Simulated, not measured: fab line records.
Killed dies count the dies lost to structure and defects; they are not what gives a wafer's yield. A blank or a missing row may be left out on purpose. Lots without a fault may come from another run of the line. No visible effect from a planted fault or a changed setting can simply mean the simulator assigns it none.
Commonality check across tools ; flow nand-harc ; Sample size 14 lots and 42 wafers

REASON IT WAS OPENED
On 2 of the 14 lots, a flag is raised at NHARC_A_ONON_D1_THK_MEAS_18 on the reading thk-nm. Wafers without a fault read 999 nm, standard deviation 10.
Rule: a lot is flagged when every wafer of it that has a number lies more than 4 standard deviations from that mean, or none has a number. As for the other lots, they are considered sound.

lot;measured;on;thk-nm (nm), wafer by wafer;flag
L494;day 8 08:13;film-metro-02;997 999 998;
L495;day 8 15:01;film-metro-02;991 992 990;
L496;day 9 04:53;film-metro-01;987 988 988;
L497;day 9 04:54;film-metro-01;1002 1000 1000;
L499;day 10 11:48;film-metro-01;978 981 979;
L498;day 10 11:48;film-metro-02;999 1000 999;
L501;day 11 12:28;film-metro-01;1000 999 999;
L502;day 11 12:28;film-metro-02;997 993 995;
L504;day 12 07:52;film-metro-02;1008 1007 1008;
L511;day 15 07:31;film-metro-02;997 996 998;
L510;day 15 07:31;film-metro-01;1516 1518 1519;FLAGGED
L513;day 16 00:08;film-metro-01;1518 1519 1517;FLAGGED
L516;day 17 13:10;film-metro-01;991 991 991;
L517;day 18 00:58;film-metro-01;1004 1004 1005;
The numbers of the flagged lots are 1518 nm on average: +519 nm against the usual, or +52 standard deviations.

LOT BY LOT: THE TOOL USED
The record holds 1 process step before the reading, out of a route of 1302 steps. Each cell gives the tool, then ch followed by the chambers the sampled wafers passed through, then the start.
lot;flag;NHARC_A_ONON_D1_DEP_16
L494;;pecvd-onon-01 ch 0, day 8 07:45
L495;;pecvd-onon-04 ch 0, day 8 14:30
L496;;pecvd-onon-04 ch 0, day 9 04:23
L497;;pecvd-onon-01 ch 0, day 9 04:23
L499;;pecvd-onon-04 ch 0, day 10 11:20
L498;;pecvd-onon-02 ch 0, day 10 11:17
L501;;pecvd-onon-04 ch 0, day 11 11:58
L502;;pecvd-onon-01 ch 0, day 11 12:01
L504;;pecvd-onon-04 ch 0, day 12 07:21
L511;;pecvd-onon-04 ch 0, day 15 07:00
L510;FLAGGED;pecvd-onon-01 ch 0, day 15 07:00
L513;FLAGGED;pecvd-onon-01 ch 0, day 15 23:37
L516;;pecvd-onon-04 ch 0, day 17 12:43
L517;;pecvd-onon-02 ch 0, day 18 00:31
What these steps do:
- NHARC_A_ONON_D1_DEP_16: target thk 1000 nm.
- NHARC_A_ONON_D1_THK_MEAS_18: measures by ellipsometry.

FLAGGED AGAINST TOTAL, ONE TOOL AT A TIME (gauges that did the reading follow at the end)
step;tool;lots run;flagged;share of the flagged lots;sound lots run after its first flagged lot
NHARC_A_ONON_D1_DEP_16;pecvd-onon-01;5;2;all;0
NHARC_A_ONON_D1_DEP_16;pecvd-onon-02;2;0;none;-
NHARC_A_ONON_D1_DEP_16;pecvd-onon-04;7;0;none;-
NHARC_A_ONON_D1_THK_MEAS_18;film-metro-01;8;2;all;2 (L516,L517)
NHARC_A_ONON_D1_THK_MEAS_18;film-metro-02;6;0;none;-

WHAT THE TABLE ALLOWS
Rows of the table that ran all the flagged lots, 2 in number: pecvd-onon-01 at NHARC_A_ONON_D1_DEP_16; film-metro-01 at NHARC_A_ONON_D1_THK_MEAS_18.
- pecvd-onon-01 at NHARC_A_ONON_D1_DEP_16: 2 of its 5 lots flagged. Its last sound lot is L502 (day 11 12:01), its first flagged lot L510 (day 15 07:00): a fault that began between those two fits.
- film-metro-01 at NHARC_A_ONON_D1_THK_MEAS_18: 2 of its 8 lots flagged. Sound lots followed the first flagged one (L516, L517) on it, something a lasting fault affecting the whole tool could not allow.
pecvd-onon-01 at NHARC_A_ONON_D1_DEP_16 is the single tool remaining.

WHAT WAS PUT IN BY THE SIMULATOR
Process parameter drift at NHARC_A_ONON_D1_DEP_16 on pecvd-onon-01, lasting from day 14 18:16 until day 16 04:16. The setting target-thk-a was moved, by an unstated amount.
Lots struck among those shown: L510, L513. Same finding as the rule above.
